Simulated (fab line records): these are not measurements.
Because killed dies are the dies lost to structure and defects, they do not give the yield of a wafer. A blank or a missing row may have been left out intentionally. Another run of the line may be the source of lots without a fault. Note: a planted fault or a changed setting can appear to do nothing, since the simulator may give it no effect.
A sampling plan put to the test    flow nand harc    one fab line, 18 faults that these records tell of, each judged on the records of the lots that it struck
The line's own looks make up the plan; these are the steps of the route where a gauge or inspection reads the wafer and leaves it unchanged. A look can be judged if struck wafers have a number there and the file gives its usual mean and standard deviation on fault-free wafers. Caught: at a look after the fault's first step, the mean of the struck wafers lies 4 or more of those standard deviations (sigma) from the usual mean. On the tool: the same test on the tool's own readings at the fault's steps. It also counts as caught if the struck wafers ran another recipe or if their record alone is blank.

== THE FAULTS, as the simulator had put them in ==
1. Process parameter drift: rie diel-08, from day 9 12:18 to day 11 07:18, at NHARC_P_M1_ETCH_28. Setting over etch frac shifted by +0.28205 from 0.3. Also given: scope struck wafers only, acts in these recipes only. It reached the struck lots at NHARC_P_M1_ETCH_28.
2. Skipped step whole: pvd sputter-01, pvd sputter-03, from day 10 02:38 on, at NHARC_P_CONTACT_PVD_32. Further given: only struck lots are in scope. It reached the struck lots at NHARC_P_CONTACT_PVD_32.
3. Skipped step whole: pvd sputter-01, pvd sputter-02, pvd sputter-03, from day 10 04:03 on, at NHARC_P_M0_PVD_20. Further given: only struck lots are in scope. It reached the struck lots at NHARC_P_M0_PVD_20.
4. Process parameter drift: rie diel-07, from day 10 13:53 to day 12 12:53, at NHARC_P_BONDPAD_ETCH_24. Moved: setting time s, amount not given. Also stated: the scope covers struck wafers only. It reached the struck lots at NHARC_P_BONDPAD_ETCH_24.
5. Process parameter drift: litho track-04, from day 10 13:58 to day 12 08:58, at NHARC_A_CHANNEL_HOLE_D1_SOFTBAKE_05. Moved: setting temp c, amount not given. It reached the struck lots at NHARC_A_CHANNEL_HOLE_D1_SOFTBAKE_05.
6. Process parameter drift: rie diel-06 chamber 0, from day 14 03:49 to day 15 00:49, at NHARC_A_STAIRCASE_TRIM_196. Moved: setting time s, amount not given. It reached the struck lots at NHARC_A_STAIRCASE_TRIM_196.
7. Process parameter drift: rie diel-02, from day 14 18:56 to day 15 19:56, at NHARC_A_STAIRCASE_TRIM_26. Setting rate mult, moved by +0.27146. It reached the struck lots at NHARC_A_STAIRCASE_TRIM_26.
8. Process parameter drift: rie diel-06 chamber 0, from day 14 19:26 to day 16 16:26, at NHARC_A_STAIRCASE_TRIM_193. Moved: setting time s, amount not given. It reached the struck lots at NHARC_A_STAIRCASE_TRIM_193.
9. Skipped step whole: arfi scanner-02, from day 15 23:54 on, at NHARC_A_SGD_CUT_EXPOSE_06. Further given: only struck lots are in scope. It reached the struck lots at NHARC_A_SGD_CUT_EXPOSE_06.
10. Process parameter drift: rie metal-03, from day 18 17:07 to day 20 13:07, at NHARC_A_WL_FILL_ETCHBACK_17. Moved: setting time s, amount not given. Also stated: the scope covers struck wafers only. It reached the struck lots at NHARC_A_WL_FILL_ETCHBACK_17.
11. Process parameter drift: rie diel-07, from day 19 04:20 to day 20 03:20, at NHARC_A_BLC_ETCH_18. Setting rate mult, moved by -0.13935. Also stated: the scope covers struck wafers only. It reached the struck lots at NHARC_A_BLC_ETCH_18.
12. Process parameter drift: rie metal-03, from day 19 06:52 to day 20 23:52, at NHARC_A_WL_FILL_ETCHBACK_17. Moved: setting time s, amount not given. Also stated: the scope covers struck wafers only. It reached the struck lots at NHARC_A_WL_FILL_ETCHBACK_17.
13. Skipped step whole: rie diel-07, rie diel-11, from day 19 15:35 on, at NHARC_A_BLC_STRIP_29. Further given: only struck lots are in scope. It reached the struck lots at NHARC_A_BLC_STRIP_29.
14. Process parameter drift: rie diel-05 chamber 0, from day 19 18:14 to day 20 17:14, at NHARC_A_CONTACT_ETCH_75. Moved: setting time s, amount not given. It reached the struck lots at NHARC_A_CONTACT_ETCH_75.
15. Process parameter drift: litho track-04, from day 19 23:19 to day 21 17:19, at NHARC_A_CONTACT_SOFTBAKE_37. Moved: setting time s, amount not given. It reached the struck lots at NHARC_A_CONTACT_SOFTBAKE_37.
16. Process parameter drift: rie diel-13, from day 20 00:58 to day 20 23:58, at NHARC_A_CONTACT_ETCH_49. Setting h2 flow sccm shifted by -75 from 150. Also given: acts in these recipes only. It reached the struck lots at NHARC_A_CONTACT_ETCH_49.
17. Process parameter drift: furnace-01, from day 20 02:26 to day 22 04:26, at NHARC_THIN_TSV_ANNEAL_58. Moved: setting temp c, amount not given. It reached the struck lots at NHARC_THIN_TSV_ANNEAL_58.
18. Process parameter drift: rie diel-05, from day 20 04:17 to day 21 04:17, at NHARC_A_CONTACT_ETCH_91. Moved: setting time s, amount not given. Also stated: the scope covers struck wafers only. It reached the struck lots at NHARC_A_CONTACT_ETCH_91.

== WHAT THE PLAN SAW ==
fault  on the tool itself                                first look that catches it                       reading, sigma       median hours from its first step to that look  hours from the fault's start to the first struck lot there  judged looks passed uncaught
1      under 2 sigma                                     not the one look that can be judged after it     -                    -                                              -                                                           1
2      the tool's record is blank for the struck wafers  not the one look that can be judged after it     -                    -                                              -                                                           1
3      the tool's record is blank for the struck wafers  not the one look that can be judged after it     -                    -                                              -                                                           1
4      run length s -7.3 sigma                           not the one look that can be judged after it     -                    -                                              -                                                           1
5      heater power total W +41 sigma                    no look after it can be judged                   -                    -                                              -                                                           0
6      run length s +99 or beyond sigma                  no look after it can be judged                   -                    -                                              -                                                           0
7      oes product au +17 sigma                          not the one look that can be judged after it     -                    -                                              -                                                           1
8      run length s -99 or beyond sigma                  no look after it can be judged                   -                    -                                              -                                                           0
9      no reading that can be judged                     no look after it can be judged                   -                    -                                              -                                                           0
10     run length s -32 sigma                            not the one look that can be judged after it     -                    -                                              -                                                           1
11     oes product au -4.9 sigma                         NHARC_END_SORT_01                                killed at array +58  55.6                                           73                                                          1
12     run length s -5.4 sigma                           not the one look that can be judged after it     -                    -                                              -                                                           1
13     the tool's record is blank for the struck wafers  not the one look that can be judged after it     -                    -                                              -                                                           1
14     run length s -26 sigma                            no look after it can be judged                   -                    -                                              -                                                           0
15     heater power total W +99 or beyond sigma          none of the 2 looks that can be judged after it  -                    -                                              -                                                           2
16     h2 flow sccm -99 or beyond sigma                  not the one look that can be judged after it     -                    -                                              -                                                           1
17     spike tc bottom C +23 sigma                       no look after it can be judged                   -                    -                                              -                                                           0
18     run length s -53 sigma                            not the one look that can be judged after it     -                    -                                              -                                                           1
Dash: fault not caught, or number not given in these records.

Caught at a look: 1 of 18. Caught on the tool: 16 of 18. By one or the other: 16 of 18.
Caught on the tool alone: faults 2, 3, 4, 5, 6, 7, 8, 10, 12, 13, 14, 15, 16, 17, 18.
Caught by neither: faults 1, 9.

== THINNER SAMPLING ==
In the worst case, this is how late the first struck lot would be measured if the look that catches a fault measured only every second or every third lot, by lot number:
fault  struck lots at that look, in order of time  every lot  every second lot  every third lot
11     L228                                        73 h       may miss it       may miss it
Hours count from the start of the fault until the first struck lot that is measured. The limit of 4 sigma was tested on all struck wafers together, so one lot alone may lie under it. Other struck lots may not be in these records.

== THE LONGEST TIMED WAY FROM STEP TO LOOK ==
Fault 11: a median of 55.6 hours passes between NHARC_A_BLC_ETCH_18 and NHARC_END_SORT_01. The look between them that can be judged stayed within 4 sigma: NHARC_A_BLC_CD_MEAS_19.
